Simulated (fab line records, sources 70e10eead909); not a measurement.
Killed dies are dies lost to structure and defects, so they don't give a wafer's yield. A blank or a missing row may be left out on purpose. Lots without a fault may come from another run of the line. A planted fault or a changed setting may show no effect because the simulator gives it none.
fab line records | flow nand_harc
record lots=11 wafers=33 last_day=33
route steps=1302 shown A_CHANNEL_HOLE_D1@450 END@1302
lots that met no fault: from a run of the same line without faults
start_h: hours from the record's first day to the start of the lot's first wafer shown | wait_h: hours since the lot's step before | " the same as in the row above | L1.1+2: a row that stands for several wafers | - no value, or no start given | * or withheld: withheld | < > ~ a bound
route shown NAME@n: a module of which the file shows steps, and the number in the route of the first | usual: mean/standard deviation of fault-free wafers | same: alike in all rows | chamber/n: place in a boat | sites: the reading at each site | _std_site: their standard deviation | _edge_site: outer sites' mean less inner sites' | radius_mm: how far each site lies from the wafer's centre | mask NAME#n: copy n | behind: the tool/chamber that last shaped the wafer | hold: why the lot was held/for how many hours/how that ended | device: the transistor (n, p or np) that didn't switch | end of line: the same wafers' tests at the end of the route | a step without rows: its recipe alone | killed: dies lost to structure and defects at the first sort, not the wafer's yield | map: a wafer's dies, x killed, . not, _ none there
set.NAME: the setting as run; set.NAME@STEP: as run at that earlier step | model.NAME: the simulator's own value behind a step, which no gauge read
steps of the route over a sample of lots; a table a step, a row a wafer
services: from which hour (start_h, from the record's first day; less than 0 if before it) a tool's chamber was out of use, for how many hours, and why
## steps
# step NHARC_A_CHANNEL_HOLE_D1_DEP_00
# recipe target_thk_a=31000 temp_c=400 material=aC
# usual throttle_valve_pct=35.000/0.0088
# columns lot.wafer tool chamber start_h wait_h throttle_valve_pct
L311.1 acl_dep-03 0 179.26 0.4 35.007
L311.3 " 0 " " 34.984
L311.6 " 0 " " 34.998
L314.3 acl_dep-02 0 203.82 1.4 35.020
L314.4 " 0 " " 35.005
L314.6 " 0 " " 34.986
L315.2 acl_dep-02 0 210.51 0.4 35.006
L315.3 " 0 " " 35.008
L315.5 " 0 " " 35.002
L319.3 acl_dep-01 0 262.66 1.9 35.008
L319.4 " 0 " " 34.980
L319.6 " 0 " " 35.013
L322.1 acl_dep-02 0 289.50 1.0 34.999
L322.2 " 0 " " 35.002
L322.3 " 0 " " 35.009
L323.2 acl_dep-01 0 289.65 1.1 34.999
L323.3 " 0 " " 34.994
L323.6 " 0 " " 35.018
L328.2 acl_dep-01 0 343.31 0.4 34.998
L328.3 " 0 " " 35.008
L328.6 " 0 " " 35.003
L330.3 acl_dep-01 0 361.90 0.7 35.010
L330.4 " 0 " " 34.998
L330.6 " 0 " " 35.011
L331.1 acl_dep-03 0 378.86 5.9 34.995
L331.2 " 0 " " 35.005
L331.4 " 0 " " 35.003
L333.2 acl_dep-03 0 398.83 2.1 34.999
L333.4 " 0 " " 34.984
L333.5 " 0 " " 34.995
L334.2 acl_dep-02 0 399.27 2.4 34.991
L334.4 " 0 " " 35.008
L334.5 " 0 " " 35.004
# step NHARC_A_CHANNEL_HOLE_D1_ETCH_38
# recipe target_depth_a=390 over_etch_frac=0.3 time_s=65 ion_energy_ev=80 cf4_flow_sccm=150 ar_flow_sccm=0 rf_w=300 bias_w=100 chemistry=CF4
# usual bias_w=100.03/0.27 cf4_flow_sccm=150.1/0.47 drypump_motor_current_A=5.63/0.28 oes_product_au=1.000/0.011 rf_vpp_V=151.9/1.1 showerhead_plenum_p_Torr=1.82/0.057 throttle_valve_pct=13.285/0.0088
# same time_s=65
# columns lot.wafer tool chamber start_h wait_h bias_w cf4_flow_sccm drypump_motor_current_A oes_product_au rf_hours_counter_h rf_vpp_V showerhead_plenum_p_Torr throttle_valve_pct
L311.1 rie_diel-09 2 182.04 0.1 99.99 150.8 6.34 1.004 11 152.1 1.86 13.279
L311.3 " 1 " " 100.36 150.6 5.46 1.014 11 153.1 1.81 13.286
L311.6 " 3 " " 99.59 149.6 5.01 1.009 - 150.4 1.72 13.287
L314.4 rie_diel-13 2 206.11 0.1 99.79 150.6 5.81 1.004 8 149.2 1.72 13.284
L314.3 " 0 " " 99.97 150.7 5.86 1.009 8 152.0 1.84 13.286
L314.6 " 2 " " 99.42 150.2 5.79 0.995 - 152.6 1.72 13.297
L315.3 rie_diel-09 2 213.02 0.1 99.72 149.9 6.34 1.019 18 151.0 1.85 13.276
L315.2 " 3 " " 99.97 150.1 4.98 1.022 20 150.9 1.72 13.286
L315.5 " 2 " " 99.81 149.4 6.33 1.014 - 150.8 1.86 13.287
L319.3 rie_diel-09 2 265.03 0.1 100.04 149.7 6.34 1.007 37 151.8 1.85 13.288
L319.6 " 2 " " 100.00 149.0 6.34 1.009 - 152.2 1.85 13.301
L319.4 " 3 " " 100.16 150.0 4.96 1.013 - 151.6 1.71 13.281
L323.2 rie_diel-13 3 292.23 0.1 99.74 149.7 5.93 1.010 34 153.0 1.79 13.282
L323.3 " 0 " " 100.12 150.1 5.84 1.008 36 150.9 1.83 13.292
L323.6 " 3 " " 99.83 149.3 5.92 1.014 - 152.6 1.79 13.292
L322.2 rie_diel-11 0 292.43 0.1 99.88 149.7 5.68 0.989 2 151.5 1.77 13.283
L322.1 " 1 " " 100.15 149.9 5.57 0.999 2 153.2 1.89 13.282
L322.3 " 2 " " 100.12 150.4 5.36 0.994 2 150.4 1.79 13.289
L328.2 rie_diel-11 0 345.82 0.1 100.07 150.7 5.64 1.000 8 151.0 1.77 13.280
L328.3 " 1 " " 100.32 149.9 5.56 1.011 8 151.9 1.89 13.285
L328.6 " 2 " " 100.05 149.8 5.32 1.001 - 152.4 1.79 13.274
L330.4 rie_diel-11 0 364.09 0.1 100.92 150.3 5.67 0.987 10 152.3 1.77 13.277
L330.3 " 2 " " 100.34 150.2 5.32 1.000 11 152.6 1.79 13.287
L330.6 " 3 " " 100.35 150.2 5.82 0.985 - 154.0 1.88 13.300
L331.1 rie_diel-11 3 381.78 0.1 100.12 149.7 5.78 0.978 9 152.9 1.88 13.270
L331.4 " 1 " " 100.36 150.5 5.55 1.000 11 152.5 1.88 13.288
L331.2 " 2 " " 100.10 149.6 5.35 1.007 11 151.8 1.78 13.295
L333.4 rie_diel-11 0 401.34 0.1 99.66 149.5 5.66 0.995 13 150.5 1.77 13.293
L333.2 " 1 " " 100.22 149.3 5.55 0.995 12 152.7 1.88 13.284
L333.5 " 3 " " 100.11 150.1 5.81 0.983 - 152.7 1.88 13.279
L334.4 rie_diel-11 3 402.17 0.4 99.42 150.9 5.83 0.986 11 152.0 1.88 13.290
L334.2 " 0 " " 99.82 150.1 5.65 0.991 14 151.2 1.77 13.266
L334.5 " 1 " " 99.94 149.7 5.56 1.002 - 151.7 1.88 13.277
# step NHARC_A_CHANNEL_HOLE_D1_ETCH_19
# recipe bias_v=1200 source_w=2500 pressure_mtorr=15 time_s=34.5 ar_flow_sccm=375 c4f8_flow_sccm=28.8 o2_flow_sccm=96.2 temp_c=-20 target_depth_a=* chemistry=C4F8/O2/Ar
# usual bias_v=1198/11 c4f8_flow_sccm=28.80/0.081 drypump_motor_current_A=5.6/0.56 showerhead_plenum_p_Torr=3.66/0.13 throttle_valve_pct=37.038/0.0083 time_s=34.5/0
# columns lot.wafer tool chamber start_h wait_h bias_v c4f8_flow_sccm drypump_motor_current_A rf_hours_counter_h showerhead_plenum_p_Torr throttle_valve_pct time_s
L311.1 har_etch-02 0 186.02 2.9 1182 28.75 6.1 302 3.47 37.035 34.5
L311.3 " 1 " " 1198 28.69 6.0 - 3.74 37.047 34.5
L311.6 " 0 " " 1204 28.72 6.1 - 3.47 37.033 34.5
L314.3 har_etch-01 0 207.24 0.1 1213 28.82 4.7 - 3.77 37.031 34.5
L314.4 " 1 " " 1192 28.85 5.7 - 3.62 37.040 34.5
L314.6 " 0 " " 1184 28.81 4.7 - 3.77 37.036 34.5
L315.2 har_etch-01 1 214.29 0.1 1181 28.76 5.7 103 3.62 37.044 34.5
L315.3 " 1 " " 1195 28.67 5.7 - 3.62 37.041 34.5
L315.5 " 0 " " 1196 28.86 4.7 - 3.77 37.038 34.5
L319.4 har_etch-02 1 266.37 0.1 1196 28.78 6.0 - 3.71 37.022 34.5
L319.3 " 0 " " 1195 28.79 6.1 - 3.45 37.031 34.5
L319.6 " 1 " " 1204 28.81 6.0 - 3.71 37.037 34.5
L323.2 har_etch-01 0 295.80 2.6 - - - - - - -
L323.3 " 0 " " - - - - - - -
L323.6 " 0 " " - - - - - - -
L322.1 har_etch-02 0 297.08 3.6 - - - - - - -
L322.2 " 1 " " - - - - - - -
L322.3 " 1 " " - - - - - - -
L328.2 har_etch-01 1 347.30 0.1 1208 28.86 5.7 168 3.58 37.029 34.5
L328.3 " 0 " " 1183 28.72 4.7 - 3.73 37.043 34.5
L328.6 " 1 " " 1195 28.84 5.7 - 3.58 37.043 34.5
L330.3 har_etch-02 1 365.21 0.1 1195 28.79 6.1 - 3.68 37.040 34.5
L330.4 " 0 " " 1201 28.85 6.1 - 3.98 37.039 34.5
L330.6 " 1 " " 1197 28.79 6.0 - 3.68 37.039 34.5
L331.2 har_etch-01 1 383.00 0.1 1205 28.73 5.7 187 3.57 37.033 34.5
L331.1 " 0 " " 1213 28.71 4.7 187 3.72 37.027 34.5
L331.4 " 0 " " 1230 28.75 4.7 - 3.72 37.054 34.5
L333.2 har_etch-02 0 403.49 1.1 1183 28.89 6.1 4 3.98 37.033 34.5
L333.4 " 0 " " 1194 28.94 6.1 - 3.98 37.029 34.5
L333.5 " 1 " " 1198 28.84 6.0 - 3.67 37.028 34.5
L334.2 har_etch-01 0 403.64 0.5 1217 28.77 4.7 207 3.71 37.035 34.5
L334.4 " 0 " " 1192 28.77 4.7 - 3.71 37.034 34.5
L334.5 " 0 " " 1203 28.70 4.7 - 3.71 37.031 34.5
# step NHARC_A_CHANNEL_HOLE_D1_ETCH_25
# recipe bias_v=5000 source_w=withheld pressure_mtorr=20 time_s=1040.2 ar_flow_sccm=375 c4f8_flow_sccm=93.8 o2_flow_sccm=31.2 temp_c=-20 target_depth_a=15000 chemistry=C4F8/O2/Ar
# usual c4f8_flow_sccm=93.83/0.27 chamber_pressure_mTorr=20.001/0.02 drypump_motor_current_A=5.6/0.56 showerhead_plenum_p_Torr=3.61/0.12 throttle_valve_pct=32.236/0.01
# same time_s=1040.2
# columns lot.wafer tool chamber start_h wait_h c4f8_flow_sccm chamber_pressure_mTorr drypump_motor_current_A rf_hours_counter_h showerhead_plenum_p_Torr throttle_valve_pct
L311.1 har_etch-02 0 188.92 0.6 93.91 19.990 6.1 305 3.43 32.227
L311.3 " 1 " " 94.05 19.985 6.0 - 3.69 32.233
L311.6 " 0 " " 94.09 19.982 6.1 - 3.43 32.239
L314.3 har_etch-01 0 210.38 0.7 93.27 20.019 4.7 - 3.72 32.227
L314.4 " 1 " " 93.88 19.987 5.7 - 3.58 32.232
L314.6 " 0 " " 93.41 19.998 4.7 - 3.72 32.234
L315.2 har_etch-01 1 217.19 0.6 93.70 19.960 5.7 106 3.58 32.221
L315.3 " 1 " " 93.72 20.006 5.7 - 3.58 32.219
L315.5 " 0 " " 94.22 20.033 4.7 - 3.72 32.243
L319.4 har_etch-02 1 269.53 0.7 93.94 19.983 6.0 - 3.67 32.237
L319.3 " 0 " " 93.74 20.004 6.1 - 3.41 32.233
L319.6 " 1 " " 93.37 19.996 6.0 - 3.67 32.233
L323.2 har_etch-01 0 298.84 0.7 94.10 19.977 4.7 145 3.70 32.228
L323.3 " 0 " " 94.13 20.026 4.7 - 3.70 32.229
L323.6 " 0 " " 94.46 19.986 4.7 - 3.70 32.241
L322.1 har_etch-02 0 299.99 0.6 93.54 19.992 6.1 377 3.40 32.239
L322.2 " 1 " " 93.59 19.985 6.0 377 3.65 32.232
L322.3 " 1 " " 93.76 20.011 6.0 - 3.65 32.261
L328.2 har_etch-01 1 350.33 0.7 93.17 19.998 5.7 171 3.54 32.243
L328.3 " 0 " " 94.04 19.996 4.7 - 3.69 32.247
L328.6 " 1 " " 93.61 20.014 5.7 - 3.54 32.220
L330.3 har_etch-02 1 368.36 0.7 94.15 20.002 6.0 - 3.63 32.261
L330.4 " 0 " " 93.31 19.984 6.1 - 3.92 32.241
L330.6 " 1 " " 94.02 20.001 6.0 - 3.63 32.231
L331.2 har_etch-01 1 385.91 0.6 94.22 19.965 5.7 190 3.53 32.234
L331.1 " 0 " " 93.76 19.972 4.7 190 3.68 32.236
L331.4 " 0 " " 93.85 19.968 4.7 - 3.68 32.206
L333.2 har_etch-02 0 406.36 0.6 93.94 19.992 6.1 7 3.92 32.251
L333.4 " 0 " " 93.85 19.991 6.1 - 3.92 32.234
L333.5 " 1 " " 93.89 20.018 6.0 - 3.62 32.246
L334.2 har_etch-01 0 406.65 0.7 93.62 20.012 4.7 210 3.67 32.233
L334.4 " 0 " " 93.57 19.980 4.7 - 3.67 32.247
L334.5 " 0 " " 93.82 19.984 4.7 - 3.67 32.230
# step NHARC_END_SORT_01
# recipe temp_c=25
# usual killed_at_array=58/18 killed_at_other=1.0/1.5 killed_at_periphery=4/3.1 killed_dies=64/18 killed_open=3.4/1.9 killed_short=2.7/1.7
# same gross_dies=677
# columns lot.wafer tool chamber start_h wait_h killed_at_array killed_at_other killed_at_periphery killed_dies killed_open killed_short
L323.2 prober-02 0 671.36 2.8 672 1 4 677 5 4
L323.3 prober-02 0 672.16 3.1 673 2 2 677 5 2
L323.6 prober-02 0 674.56 4.0 673 0 4 677 2 3
L322.1 prober-01 0 678.34 2.5 676 1 0 677 1 2
L322.2 prober-01 0 679.14 2.8 676 0 1 677 5 0
L322.3 prober-01 0 679.94 3.1 676 0 1 677 4 2
# killed by level:class
L323.2 A_CHANNEL_HOLE_D1:area_etch=616 A_SLIT:chamber_film_flake=22 A_CHANNEL_HOLE_D2:chamber_film_flake=14 A_CHANNEL_HOLE_D1:chamber_film_flake=5 P_BONDPAD:chamber_film_flake=2 A_DECK1_JOINT:chamber_film_flake=2 A_STAIRCASE:chamber_film_flake=2 A_ONON_D1:geometric_particle:open=1
L323.3 A_CHANNEL_HOLE_D1:area_etch=610 A_SLIT:chamber_film_flake=29 A_CHANNEL_HOLE_D2:chamber_film_flake=11 A_CHANNEL_HOLE_D1:chamber_film_flake=5 A_CONTACT:chamber_film_flake=5 A_WL_FILL:chamber_film_flake=3 P_BONDPAD:chamber_film_flake=2 A_DECK1_JOINT:chamber_film_flake=2
L323.6 A_CHANNEL_HOLE_D1:area_etch=618 A_SLIT:chamber_film_flake=28 A_CHANNEL_HOLE_D1:chamber_film_flake=7 A_CONTACT:chamber_film_flake=6 A_CHANNEL_HOLE_D2:chamber_film_flake=5 A_SGD_CUT:geometric_particle:short=2 P_BONDPAD:chamber_film_flake=2 A_DECK1_JOINT:chamber_film_flake=2
L322.1 A_CHANNEL_HOLE_D1:area_etch=636 A_CHANNEL_HOLE_D1:chamber_film_flake=26 A_CONTACT:chamber_film_flake=4 A_SGD_CUT:chamber_film_flake=3 A_STAIRCASE:chamber_film_flake=2 A_CHANNEL_FILL_D1:geometric_particle:open=1 A_M0:geometric_particle:short=1 A_M1:geometric_particle:short=1
L322.2 A_CHANNEL_HOLE_D1:area_etch=628 A_CHANNEL_HOLE_D1:chamber_film_flake=30 A_CONTACT:chamber_film_flake=6 A_STAIRCASE:chamber_film_flake=4 A_CONTACT:geometric_particle:open=3 A_SLIT:chamber_film_flake=2 A_CHANNEL_HOLE_D1:geometric_particle:open=1 A_DECK1_JOINT:geometric_particle:open=1
L322.3 A_CHANNEL_HOLE_D1:area_etch=627 A_CHANNEL_HOLE_D1:chamber_film_flake=34 A_STAIRCASE:chamber_film_flake=4 A_CHANNEL_HOLE_D2:chamber_film_flake=2 A_CONTACT:chamber_film_flake=2 P_M1:geometric_particle:open=1 A_ONON_D2:geometric_particle:short=1 A_CHANNEL_FILL_D2:geometric_particle:open=1
## services
# columns tool chamber start_h hours kind
rie_diel-13 - 165.00 9.0 pm
rie_diel-11 0 181.97 2.7 repair
rie_diel-09 3 184.09 7.9 repair
acl_dep-01 - 187.08 13.0 pm
har_etch-02 - 196.15 4.4 repair
rie_diel-11 1 204.07 6.1 repair
rie_diel-11 3 225.47 24.4 repair
har_etch-01 - 237.77 15.6 repair
acl_dep-02 - 244.49 13.0 pm
rie_diel-09 - 254.12 1.5 repair
rie_diel-11 - 255.50 9.0 pm
rie_diel-09 0 261.94 10.0 repair
rie_diel-13 2 274.74 15.4 repair
rie_diel-13 2 296.18 5.9 repair
acl_dep-03 - 299.15 13.0 pm
rie_diel-09 - 309.09 0.9 repair
rie_diel-09 0 319.99 16.3 repair
rie_diel-09 - 320.44 9.0 pm
rie_diel-09 1 333.54 7.2 repair
rie_diel-11 3 340.13 7.4 repair
rie_diel-09 3 361.40 6.2 repair
acl_dep-01 - 368.65 13.0 pm
har_etch-02 - 378.55 17.0 pm
rie_diel-11 1 382.09 11.8 repair
## key
first_sign step=NHARC_A_CHANNEL_HOLE_D1_ETCH_19 reading=tool_record direction=missing
effect step=NHARC_END_SORT_01 reading=killed_at_array direction=up sigmas=35 usual=58 struck=674
more_kills_born_at NHARC_A_CHANNEL_HOLE_D1_ETCH_19@har_etch-02=1891 NHARC_A_CHANNEL_HOLE_D1_ETCH_19@har_etch-01=1844
met_at NHARC_A_CHANNEL_HOLE_D1_ETCH_19
struck_lots L322,L323
later_rows_left_out L322.1,L322.2,L322.3,L323.2,L323.3,L323.6
tester_left_out L322,L323
not_acting_at NHARC_A_CHANNEL_HOLE_D1_DEP_00,NHARC_A_CHANNEL_HOLE_D1_ETCH_38,NHARC_A_CHANNEL_HOLE_D1_ETCH_25
onset_between 266.37 295.80
fault kind=skipped_step_whole tool=har_etch-01,har_etch-02 chamber=- onset_h=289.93 steps=NHARC_A_CHANNEL_HOLE_D1_ETCH_19 scope=struck_lots_only
# tester_left_out: of these lots the tester's yield and bins aren't shown, on N5 and GAA mostly nor the transistor test; their killed dies are dies lost to structure and defects alone, not to doping, threshold or leakage, so they don't give the yield
# later_rows_left_out: the simulator's readings of these wafers behind a module that went badly wrong aren't trusted and aren't shown, but for the sort
